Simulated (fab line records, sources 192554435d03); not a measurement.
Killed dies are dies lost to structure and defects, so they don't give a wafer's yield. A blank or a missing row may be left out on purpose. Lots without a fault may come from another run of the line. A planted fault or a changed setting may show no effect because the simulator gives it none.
fab line records | flow n5_finfet
record lots=7 wafers=21 last_day=17
route steps=1938 shown BEOL_M13@1681 PASSIVATION@1936
lots that met no fault: from a run of the same line without faults
start_h: hours from the record's first day to the start of the lot's first wafer shown | wait_h: hours since the lot's step before | " the same as in the row above | L1.1+2: a row that stands for several wafers | - no value, or no start given | * or withheld: withheld | < > ~ a bound
route shown NAME@n: a module of which the file shows steps, and the number in the route of the first | usual: mean/standard deviation of fault-free wafers | same: alike in all rows | chamber/n: place in a boat | sites: the reading at each site | _std_site: their standard deviation | _edge_site: outer sites' mean less inner sites' | radius_mm: how far each site lies from the wafer's centre | mask NAME#n: copy n | behind: the tool/chamber that last shaped the wafer | hold: why the lot was held/for how many hours/how that ended | device: the transistor (n, p or np) that didn't switch | end of line: the same wafers' tests at the end of the route | a step without rows: its recipe alone | killed: dies lost to structure and defects at the first sort, not the wafer's yield | map: a wafer's dies, x killed, . not, _ none there
set.NAME: the setting as run; set.NAME@STEP: as run at that earlier step | model.NAME: the simulator's own value behind a step, which no gauge read
lots at some steps of the route; a table a step, a row a wafer
services: from which hour (start_h, from the record's first day; less than 0 if before it) a tool's chamber was out of use, for how many hours, and why
## steps
# step N5_BEOL_M13_COAT_66
# recipe resist=SiARC temp_c=220 time_s=60 spin_rpm=1500 resist_thk_nm=110
# step N5_BEOL_M13_COAT_22
# recipe spin_rpm=2888 resist_thk_nm=300
# step N5_BEOL_M13_EBR_24
# recipe solvent=PGMEA ebr_width_mm=1.5
# step N5_BEOL_M13_SOFTBAKE_23
# recipe temp_c=130 time_s=60
# step N5_BEOL_M13_EXPOSE_25
# recipe mask_id=M13 na=0.93 source_shape=conventional sigma_outer=0.4 polarization=unpolarized target_cd_nm=210 dose_mj=22
# step N5_BEOL_M13_PEB_26
# recipe peb_temp_c=130 peb_time_s=90
# step N5_BEOL_M13_DEVELOP_27
# recipe develop_time_s=45 rinse_liquid=diw dry=air_spin dev_temp_c=21
# step N5_BEOL_M13_HARDBAKE_32
# recipe temp_c=130 time_s=120
# step N5_BEOL_M13_CD_MEAS_28
# recipe target_cd_nm=209.5 landing_energy_ev=500 detector=se_inlens
# usual cd_nm=208.9/1.3
# columns lot.wafer tool chamber start_h wait_h cd_nm
L260.2 cd_sem-01 0 262.68 - 208.0
L260.3 " 0 " " 206.9
L260.6 " 0 " " 209.3
L264.3 cd_sem-01 0 273.41 - 207.4
L264.4 " 0 " " 208.5
L264.5 " 0 " " 208.3
L266.1 cd_sem-03 0 289.10 - 209.4
L266.4 " 0 " " 207.9
L266.6 " 0 " " 208.8
L268.4 cd_sem-03 0 302.93 - 208.5
L268.5 " 0 " " 207.9
L268.6 " 0 " " 205.6
L269.1 cd_sem-03 0 305.66 - 206.6
L269.2 " 0 " " 208.7
L269.3 " 0 " " 208.2
L278.2 cd_sem-03 0 356.65 - 208.5
L278.3 " 0 " " 208.8
L278.5 " 0 " " 206.7
L277.1 cd_sem-02 0 361.38 - 209.7
L277.3 " 0 " " 209.3
L277.6 " 0 " " 207.6
# step N5_BEOL_M13_OVL_MEAS_29
# recipe points_per_wafer=44
# usual M13_OVL=4/4.4
# columns lot.wafer tool chamber start_h wait_h M13_OVL[nm]
L260.2 overlay-02 0 262.71 0.0 5
L260.3 " 0 " " 7
L260.6 " 0 " " 3
L264.3 overlay-02 0 273.44 0.0 5
L264.4 " 0 " " -1
L264.5 " 0 " " 5
L266.1 overlay-02 0 289.13 0.0 2
L266.4 " 0 " " -1
L266.6 " 0 " " -1
L268.4 overlay-02 0 302.95 0.0 -2
L268.5 " 0 " " 0
L268.6 " 0 " " 6
L269.1 overlay-01 0 305.69 0.0 3
L269.2 " 0 " " 4
L269.3 " 0 " " 10
L278.2 overlay-01 0 356.68 0.0 6
L278.3 " 0 " " 13
L278.5 " 0 " " 18
L277.1 overlay-02 0 361.41 0.0 3
L277.3 " 0 " " 6
L277.6 " 0 " " 3
# step N5_BEOL_M13_INSPECT_30
# recipe mode=adi inspect_instrument=macro
# usual raw_defect_count=1.8/1.4
# columns lot.wafer tool chamber start_h wait_h raw_defect_count
L260.2 defect_inspect-02 - 262.74 0.0 1
L260.3 " - " " 3
L260.6 " - " " 5
L264.3 defect_inspect-02 - 273.46 0.0 4
L264.4 " - " " 4
L264.5 " - " " 0
L266.1 defect_inspect-01 - 289.16 0.0 5
L266.4 " - " " 6
L266.6 " - " " 1
L268.4 defect_inspect-01 - 302.98 0.0 4
L268.5 " - " " 2
L268.6 " - " " 0
L269.1 defect_inspect-02 - 305.72 0.0 2
L269.2 " - " " 1
L269.3 " - " " 2
L278.2 defect_inspect-01 - 356.70 0.0 2
L278.3 " - " " 0
L278.5 " - " " 1
L277.1 defect_inspect-01 - 361.44 0.0 2
L277.3 " - " " 2
L277.6 " - " " 0
# step N5_BEOL_M13_DESCUM_33
# recipe chemistry=O2 time_s=7.9 source_power_w=50 bias_power_w=20 pressure_mtorr=20 rf_frequency_hz=2.712e+07 temp_c=40 o2_flow_sccm=225
# usual drypump_motor_current_A=5.7/0.31 oes_product_au=0.77/0.074 rf_vpp_V=243.2/1.4 showerhead_plenum_p_Torr=2.10/0.07 temp_c=39.99/0.11 throttle_valve_pct=20.47/0.24
# columns lot.wafer tool chamber start_h wait_h drypump_motor_current_A oes_product_au rf_hours_counter_h rf_vpp_V showerhead_plenum_p_Torr temp_c throttle_valve_pct
L260.2 rie_diel-03 1 263.30 0.6 5.4 0.79 130 242.5 2.09 39.78 20.18
L260.3 " 0 " " 5.8 0.82 69 245.9 2.19 39.90 20.62
L260.6 " 2 " " 5.7 0.73 - 244.0 2.16 40.09 20.70
L264.3 rie_diel-01 2 273.50 0.0 6.3 0.71 203 244.2 2.17 40.08 20.54
L264.4 " 0 " " 5.8 0.80 79 242.9 2.14 40.05 20.28
L264.5 " 2 " " 6.3 0.72 - 242.8 2.17 39.77 20.53
L266.1 rie_diel-01 0 289.22 0.1 5.8 0.80 84 244.4 2.14 39.98 20.32
L266.4 " 2 " " 6.3 0.71 208 243.1 2.17 39.96 20.55
L266.6 " 1 " " 5.9 0.70 - 241.8 2.00 39.95 20.78
L268.4 rie_diel-01 1 303.01 0.0 5.9 0.70 229 240.4 2.00 39.92 20.76
L268.5 " 0 " " 5.8 0.80 - 242.9 2.14 39.94 20.31
L268.6 " 1 " " 5.9 0.71 - 240.8 2.00 39.99 20.77
L269.1 rie_diel-01 0 305.85 0.1 5.8 0.79 89 244.0 2.14 40.09 20.31
L269.2 " 3 " " 5.7 0.74 176 240.8 1.98 40.10 20.52
L269.3 " 2 " " 6.3 0.70 212 246.1 2.17 40.20 20.55
L278.2 rie_diel-03 3 356.74 0.0 6.0 0.94 11 242.2 2.06 39.86 20.20
L278.3 " 0 " " 5.7 0.80 102 243.3 2.18 39.98 20.67
L278.5 " 2 " " 5.6 0.71 - 243.7 2.15 40.02 20.73
L277.1 rie_diel-04 2 361.69 0.3 6.0 0.95 12 245.2 2.23 39.90 20.23
L277.3 " 1 " " 5.7 0.81 121 241.8 2.05 40.00 20.47
L277.6 " 2 " " 6.0 0.95 - 245.9 2.23 39.77 20.21
# step N5_BEOL_M13_ETCH_67
# recipe chemistry=CF4 target=SiARC target_depth_a=1430 time_s=238.3 ion_energy_ev=80 pressure_mtorr=40 source_w=545 bias_w=36 Ar_flow_sccm=100 cf4_flow_sccm=100 ends=cleared
# usual bias_w=35.98/0.1 drypump_motor_current_A=5.7/0.31 etch_rf_on_time_s=237/6.8 oes_product_au=0.66/0.064 rf_vpp_V=184.2/1.2 showerhead_plenum_p_Torr=2.15/0.07 throttle_valve_pct=15.68/0.22
# columns lot.wafer tool chamber start_h wait_h bias_w drypump_motor_current_A etch_rf_on_time_s oes_product_au rf_hours_counter_h rf_vpp_V showerhead_plenum_p_Torr throttle_valve_pct
L260.2 rie_diel-03 1 263.33 0.0 35.84 5.3 240 0.66 130 183.6 2.15 15.49
L260.3 " 0 " " 36.10 5.8 239 0.72 69 184.8 2.25 15.77
L260.6 " 2 " " 35.85 5.6 234 0.64 - 185.4 2.22 15.98
L264.3 rie_diel-01 2 273.53 0.0 35.82 6.4 230 0.62 203 185.4 2.22 15.72
L264.4 " 0 " " 35.98 5.8 253 0.68 79 184.5 2.18 15.46
L264.5 " 2 " " 35.93 6.3 230 0.62 - 184.8 2.22 15.73
L266.1 rie_diel-01 0 289.25 0.0 - 5.8 269 0.65 84 156.0 2.18 15.46
L266.4 " 2 " " 27.86 6.3 248 0.59 208 156.3 2.21 15.72
L266.6 " 1 " " 27.90 5.9 253 0.58 - 155.5 2.04 15.87
L268.4 rie_diel-01 1 303.04 0.0 27.70 5.9 256 0.58 229 154.1 2.04 15.89
L268.5 " 0 " " - 5.8 271 0.66 - 155.6 2.18 15.46
L268.6 " 1 " " 27.74 5.9 256 0.57 - 153.9 2.04 15.88
L269.1 rie_diel-01 0 305.88 0.0 - 5.8 270 0.67 89 156.9 2.18 15.47
L269.2 " 3 " " 27.74 5.7 264 0.60 176 156.0 2.05 15.85
L269.3 " 2 " " 27.75 6.3 246 0.59 213 155.2 2.21 15.73
L278.2 rie_diel-03 3 356.77 0.0 35.97 5.9 228 0.81 11 184.0 2.13 15.46
L278.3 " 0 " " 36.03 5.7 240 0.68 102 185.6 2.24 15.84
L278.5 " 2 " " 35.90 5.7 237 0.62 - 184.4 2.21 16.04
L277.1 rie_diel-04 2 361.73 0.0 36.12 6.0 234 0.80 12 186.6 2.28 15.41
L277.3 " 1 " " 35.64 5.7 227 0.70 121 184.1 2.07 15.46
L277.6 " 2 " " 35.96 6.0 234 0.81 - 186.2 2.28 15.41
# step N5_BEOL_M13_ETCH_68
# recipe chemistry=N2/H2 target=SOC mask_material=SiARC source_w=3000 bias_w=350 temp_c=40 time_s=355 ion_energy_ev=200 pressure_mtorr=30 n2_flow_sccm=200 h2_flow_sccm=200
# usual bias_w=349.8/1 drypump_motor_current_A=5.7/0.31 oes_product_au=0.77/0.071 rf_vpp_V=524.0/2.6 showerhead_plenum_p_Torr=2.55/0.087 temp_c=40.01/0.12 throttle_valve_pct=17.79/0.24
# columns lot.wafer tool chamber start_h wait_h bias_w drypump_motor_current_A oes_product_au rf_hours_counter_h rf_vpp_V showerhead_plenum_p_Torr temp_c throttle_valve_pct
L260.2 rie_diel-03 1 263.48 0.1 349.6 5.4 0.79 130 525.6 2.54 39.95 17.51
L260.3 " 0 " " 349.8 5.7 0.84 70 526.1 2.68 40.04 17.98
L260.6 " 2 " " 349.0 5.7 0.73 - 525.5 2.62 40.02 18.02
L264.3 rie_diel-01 2 273.68 0.1 351.4 6.3 0.72 203 525.9 2.62 39.98 17.80
L264.4 " 0 " " 353.0 5.8 0.80 79 524.5 2.58 40.02 17.56
L264.5 " 2 " " 350.1 6.3 0.71 - 526.5 2.62 39.97 17.81
L266.1 rie_diel-01 0 289.40 0.1 351.3 5.8 0.81 84 524.0 2.58 39.90 17.58
L266.4 " 2 " " 348.5 6.4 0.70 208 525.9 2.62 39.72 17.83
L266.6 " 1 " " 349.1 5.9 0.72 - 518.6 2.43 39.98 18.22
L268.4 rie_diel-01 1 303.19 0.1 351.3 5.9 0.72 230 520.2 2.43 39.94 18.22
L268.5 " 0 " " 349.2 5.8 0.80 - 524.8 2.58 40.08 17.59
L268.6 " 1 " " 349.7 5.9 0.71 - 521.3 2.43 40.13 18.21
L269.1 rie_diel-01 0 306.03 0.1 349.0 5.7 0.80 89 523.7 2.58 40.00 17.58
L269.2 " 3 " " 350.2 5.7 0.73 176 520.4 2.42 40.09 17.95
L269.3 " 2 " " 349.9 6.4 0.70 213 525.9 2.61 39.95 17.83
L278.2 rie_diel-03 3 356.92 0.1 350.4 5.9 0.93 11 521.7 2.51 39.90 17.58
L278.3 " 0 " " 350.8 5.8 0.79 102 526.0 2.67 40.01 18.05
L278.5 " 2 " " 349.9 5.7 0.72 - 526.4 2.61 40.00 18.07
L277.1 rie_diel-04 2 361.87 0.1 348.6 6.0 0.94 12 528.3 2.73 40.28 17.69
L277.3 " 1 " " 349.5 5.7 0.79 122 522.5 2.44 40.00 17.50
L277.6 " 2 " " 349.0 6.1 0.93 - 529.1 2.73 40.31 17.67
# step N5_PASSIVATION_PROBE_49
# usual defect_limited_yield=91.6/1.4 killed_at_M0_to_M3=32/9.5 killed_at_M4_up=13/6 killed_at_contacts=12/5.6 killed_at_front_end=39/11 killed_at_other=2.8/2.3 killed_dies=99/16 killed_on_rim=12/3.4 killed_open=65/12 killed_short=32/7.6 sort_bin_4_leakage=0.1/0.88 sort_bin_5_function=4.8/0.88 sort_bin_6_memory=3.2/0.65 sort_n_pass=1077/29 sort_yield_pct=91.2/2.5
# same gross_dies=1180 killed_at_back_side=0 sort_bin_8_speed[%]=0
# columns lot.wafer tool chamber start_h wait_h defect_limited_yield[%] killed_at_M0_to_M3 killed_at_M4_up killed_at_contacts killed_at_front_end killed_at_other killed_dies killed_on_rim killed_open killed_short sort_bin_4_leakage[%] sort_bin_5_function[%] sort_bin_6_memory[%] sort_n_pass sort_yield_pct[%]
L260.2 prober-02 - 299.51 0.1 90.4 51 7 24 28 3 113 7 77 33 0 6.4 3.1 1067 90.4
L260.3 prober-02 - 299.56 0.1 92.0 30 9 21 32 2 94 12 65 27 0 4.5 3.1 1086 92.0
L260.6 prober-02 - 299.71 0.3 89.8 48 13 22 34 3 120 19 69 48 0.6 5.3 4.5 1053 89.2
L264.3 prober-02 - 311.81 0.1 93.3 33 11 8 26 1 79 16 50 29 0 3.9 2.6 1101 93.3
L264.4 prober-02 - 311.86 0.2 92.4 37 7 12 33 1 90 14 69 21 0 4.1 3.3 1090 92.4
L264.5 prober-02 - 311.91 0.2 92.3 27 9 14 39 2 91 9 57 32 0 4.4 3.0 1089 92.3
L266.1 prober-02 - 322.59 0.0 92.6 37 7 9 31 3 87 10 43 42 0 4.5 2.5 1093 92.6
L266.4 prober-02 - 322.74 0.2 90.6 33 10 17 48 3 111 12 77 30 0 5.8 3.4 1069 90.6
L266.6 prober-02 - 322.84 0.3 93.2 37 4 9 30 0 80 12 57 23 0 3.9 2.8 1100 93.2
L268.4 prober-02 - 333.73 0.2 93.2 17 12 15 34 2 80 9 48 32 0 4.2 2.4 1100 93.2
L268.5 prober-02 - 333.78 0.2 93.1 23 4 19 34 2 82 15 55 26 0 4.4 2.3 1098 93.1
L268.6 prober-02 - 333.83 0.3 93.1 31 14 13 18 6 82 10 56 25 0 4.4 2.4 1098 93.1
L269.1 prober-01 - 335.28 0.0 91.5 31 12 11 43 3 100 13 58 30 0 4.7 2.8 1080 91.5
L269.2 prober-01 - 335.33 0.1 90.9 35 13 20 39 0 107 15 66 36 0 5.3 3.3 1073 90.9
L269.3 prober-01 - 335.38 0.1 89.8 49 21 14 34 2 120 14 85 33 0 5.8 4.2 1060 89.8
L278.2 prober-02 - 395.56 0.1 92.1 47 9 8 27 2 93 5 55 36 0.8 4.6 3.0 1077 91.3
L278.3 prober-02 - 395.61 0.1 89.3 49 20 15 42 0 126 16 83 38 0 6.2 3.8 1054 89.3
L278.5 prober-02 - 395.71 0.2 90.3 46 11 9 42 6 114 10 70 35 0.1 5.0 3.1 1065 90.3
L277.1 prober-02 - 397.30 0.6 92.8 35 2 12 35 1 85 12 52 30 0 4.3 2.7 1095 92.8
L277.3 prober-02 - 397.40 0.7 91.0 44 12 13 37 0 106 10 69 30 0 4.5 3.7 1074 91.0
L277.6 prober-02 - 397.55 0.9 91.8 30 11 8 47 1 97 10 52 35 0 4.7 2.3 1083 91.8
# killed by level:class
L260.2 MOL_CONTACT_COAG:geometric_particle:open=20 BEOL_M2:geometric_particle:open=15 BEOL_M1:geometric_particle:open=11 BEOL_M0_SAQP:geometric_particle:short=8 BEOL_M0_SAQP:geometric_particle:open=6 FIN_SAQP:geometric_particle:open=5 FIN_SAQP:geometric_particle:short=5 BEOL_M3:geometric_particle:open=5
L260.3 MOL_CONTACT_COAG:geometric_particle:open=16 BEOL_M0_SAQP:geometric_particle:short=9 STI_FIN_REVEAL:geometric_particle:open=8 BEOL_M0_SAQP:geometric_particle:open=8 FIN_SAQP:geometric_particle:open=5 MOL_CONTACT_COAG:geometric_particle:short=5 DUMMY_GATE:geometric_particle:open=4 BEOL_M1:geometric_particle:open=4
L260.6 MOL_CONTACT_COAG:geometric_particle:open=13 MOL_CONTACT_COAG:geometric_particle:short=9 BEOL_M1:geometric_particle:open=9 BEOL_M1:geometric_particle:short=9 BEOL_M2:geometric_particle:open=9 FIN_SAQP:geometric_particle:open=8 BEOL_M0_SAQP:geometric_particle:open=7 BEOL_M0_SAQP:geometric_particle:short=6
L264.3 BEOL_M3:geometric_particle:open=9 BEOL_M0:geometric_particle:open=8 FIN_SAQP:geometric_particle:short=6 STI_FIN_REVEAL:geometric_particle:open=5 MOL_CONTACT_COAG:geometric_particle:open=5 BEOL_M1:geometric_particle:open=4 BEOL_M2:geometric_particle:short=4 FIN_SAQP:geometric_particle:open=3
L264.4 FIN_SAQP:geometric_particle:open=17 MOL_CONTACT_COAG:geometric_particle:open=9 BEOL_M0_SAQP:geometric_particle:open=9 BEOL_M2:geometric_particle:open=8 BEOL_M0_SAQP:geometric_particle:short=4 BEOL_M0:geometric_particle:open=4 BEOL_M1:geometric_particle:open=4 BEOL_M2:geometric_particle:short=4
L264.5 MOL_CONTACT_COAG:geometric_particle:open=10 FIN_SAQP:geometric_particle:open=7 FIN_SAQP:geometric_particle:short=7 BEOL_M0:geometric_particle:open=7 STI_FIN_REVEAL:geometric_particle:open=6 DUMMY_GATE:geometric_particle:open=4 GATE_CUT:geometric_particle:short=4 MOL_CONTACT_COAG:geometric_particle:short=4
L266.1 BEOL_M0_SAQP:geometric_particle:short=16 FIN_SAQP:geometric_particle:short=8 FIN_SAQP:geometric_particle:open=8 MOL_CONTACT_COAG:geometric_particle:open=8 BEOL_M0_SAQP:geometric_particle:open=7 BEOL_M2:geometric_particle:open=5 BEOL_M1:geometric_particle:open=4 STI_FIN_REVEAL:geometric_particle:open=3
L266.4 MOL_CONTACT_COAG:geometric_particle:open=14 FIN_SAQP:geometric_particle:open=12 FIN_SAQP:geometric_particle:short=11 BEOL_M3:geometric_particle:open=10 DUMMY_GATE:geometric_particle:open=6 BEOL_M1:geometric_particle:open=6 BEOL_M2:geometric_particle:open=5 STI_FIN_REVEAL:geometric_particle:open=5
L266.6 BEOL_M1:geometric_particle:open=13 FIN_SAQP:geometric_particle:open=8 FIN_SAQP:geometric_particle:short=8 MOL_CONTACT_COAG:geometric_particle:open=7 BEOL_M3:geometric_particle:open=6 STI_FIN_REVEAL:geometric_particle:open=4 BEOL_M0_SAQP:geometric_particle:open=4 DUMMY_GATE:geometric_particle:open=3
L268.4 MOL_CONTACT_COAG:geometric_particle:open=13 FIN_SAQP:geometric_particle:short=9 FIN_SAQP:geometric_particle:open=7 BEOL_M4:geometric_particle:open=6 BEOL_M2:geometric_particle:short=5 BEOL_M0_SAQP:geometric_particle:open=4 BEOL_M3:geometric_particle:open=4 BEOL_M4:geometric_particle:short=4
L268.5 MOL_CONTACT_COAG:geometric_particle:open=13 BEOL_M3:geometric_particle:open=11 DUMMY_GATE:geometric_particle:open=6 MOL_CONTACT_COAG:geometric_particle:short=6 FIN_SAQP:geometric_particle:open=5 ILD0:geometric_particle:open=4 GATE_CUT:geometric_particle:short=4 FIN_SAQP:geometric_particle:short=3
L268.6 MOL_CONTACT_COAG:geometric_particle:open=10 BEOL_M3:geometric_particle:open=10 BEOL_M0_SAQP:geometric_particle:short=8 BEOL_M0_SAQP:geometric_particle:open=7 FIN_SAQP:geometric_particle:open=4 ILD0:geometric_particle:open=4 MOL_CONTACT_COAG:geometric_particle:short=3 BEOL_M2:geometric_particle:open=3
L269.1 MOL_CONTACT_COAG:geometric_particle:open=10 BEOL_M0_SAQP:geometric_particle:short=10 FIN_SAQP:geometric_particle:short=9 HKMG_FIN:area_etch=9 STI_FIN_REVEAL:geometric_particle:open=8 BEOL_M0_SAQP:geometric_particle:open=8 FIN_SAQP:geometric_particle:open=6 BEOL_M1:geometric_particle:open=5
L269.2 MOL_CONTACT_COAG:geometric_particle:open=15 BEOL_M0_SAQP:geometric_particle:short=14 FIN_SAQP:geometric_particle:short=8 DUMMY_GATE:geometric_particle:open=7 BEOL_M0_SAQP:geometric_particle:open=7 FIN_SAQP:geometric_particle:open=6 STI_FIN_REVEAL:geometric_particle:open=5 MOL_CONTACT_COAG:geometric_particle:short=5
L269.3 MOL_CONTACT_COAG:geometric_particle:open=14 BEOL_M0_SAQP:geometric_particle:short=13 BEOL_M0_SAQP:geometric_particle:open=11 DUMMY_GATE:geometric_particle:open=8 BEOL_M4:geometric_particle:open=8 FIN_SAQP:geometric_particle:short=7 BEOL_M0:geometric_particle:open=7 BEOL_M2:geometric_particle:open=7
L278.2 BEOL_M0_SAQP:geometric_particle:open=11 BEOL_M0_SAQP:geometric_particle:short=8 DUMMY_GATE:geometric_particle:open=7 BEOL_M0:geometric_particle:open=7 BEOL_M1:geometric_particle:short=7 BEOL_M2:geometric_particle:open=7 DUMMY_GATE:geometric_particle:short=4 GATE_CUT:geometric_particle:short=4
L278.3 BEOL_M0_SAQP:geometric_particle:open=27 BEOL_M0_SAQP:geometric_particle:short=14 BEOL_M4:geometric_particle:open=10 MOL_CONTACT_COAG:geometric_particle:open=8 STI_FIN_REVEAL:geometric_particle:open=7 MOL_CONTACT_COAG:geometric_particle:short=7 FIN_SAQP:geometric_particle:open=6 FIN_SAQP:geometric_particle:short=6
L278.5 BEOL_M2:geometric_particle:open=14 BEOL_M0_SAQP:geometric_particle:short=12 DUMMY_GATE:geometric_particle:open=9 BEOL_M0_SAQP:geometric_particle:open=9 HKMG_FIN:area_etch=9 MOL_CONTACT_COAG:geometric_particle:open=7 BEOL_M1:geometric_particle:open=5 BEOL_M4:geometric_particle:open=5
L277.1 BEOL_M2:geometric_particle:open=10 MOL_CONTACT_COAG:geometric_particle:open=8 FIN_SAQP:geometric_particle:short=7 BEOL_M0_SAQP:geometric_particle:open=7 BEOL_M1:geometric_particle:open=7 GATE_CUT:geometric_particle:short=6 DUMMY_GATE:geometric_particle:open=5 MOL_CONTACT_COAG:geometric_particle:short=4
L277.3 BEOL_M0_SAQP:geometric_particle:open=13 MOL_CONTACT_COAG:geometric_particle:open=11 BEOL_M2:geometric_particle:open=9 FIN_SAQP:geometric_particle:short=7 BEOL_M0_SAQP:geometric_particle:short=7 BEOL_M1:geometric_particle:open=7 FIN_SAQP:geometric_particle:open=5 STI_FIN_REVEAL:geometric_particle:open=5
L277.6 FIN_SAQP:geometric_particle:open=12 BEOL_M2:geometric_particle:open=10 FIN_SAQP:geometric_particle:short=8 BEOL_M0_SAQP:geometric_particle:short=7 HKMG_FIN:area_etch=7 STI_FIN_REVEAL:geometric_particle:open=6 MOL_CONTACT_COAG:geometric_particle:open=5 BEOL_M0_SAQP:geometric_particle:open=4
## services
# columns tool chamber start_h hours kind
rie_diel-03 - 262.64 0.5 repair
rie_diel-04 0 289.58 7.4 repair
rie_diel-03 3 292.15 - clean
rie_diel-03 3 292.15 - consumable_replace:focus_ring
rie_diel-03 3 292.15 28.0 scheduled_down
rie_diel-03 3 292.15 28.0 vent_cycle
rie_diel-04 2 306.17 5.3 repair
rie_diel-04 2 311.66 - clean
rie_diel-04 2 311.66 - consumable_replace:focus_ring
rie_diel-04 2 311.66 - consumable_replace:showerhead
rie_diel-04 2 311.66 12.8 scheduled_down
rie_diel-04 2 311.66 12.8 vent_cycle
rie_diel-03 2 342.53 6.8 repair
rie_diel-04 0 344.79 4.5 repair
rie_diel-01 3 352.67 2.8 repair
## key
first_sign step=N5_BEOL_M13_ETCH_67 reading=bias_w direction=down sigmas=79 usual=* struck=*
effect step=N5_BEOL_M13_ETCH_67 reading=rf_vpp_V direction=down sigmas=25 usual=184.2 struck=155.5
met_at N5_BEOL_M13_ETCH_67
struck_wafers L266.1,L266.4,L266.6,L268.4,L268.5,L268.6,L269.1,L269.2,L269.3
onset_between 273.53 289.25
fault kind=process_parameter_drift tool=rie_diel-01 chamber=- onset_h=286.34 steps=N5_BEOL_M13_ETCH_67 channel=bias_w offset=* shape=step end_h=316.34 acts_in=* stated=*
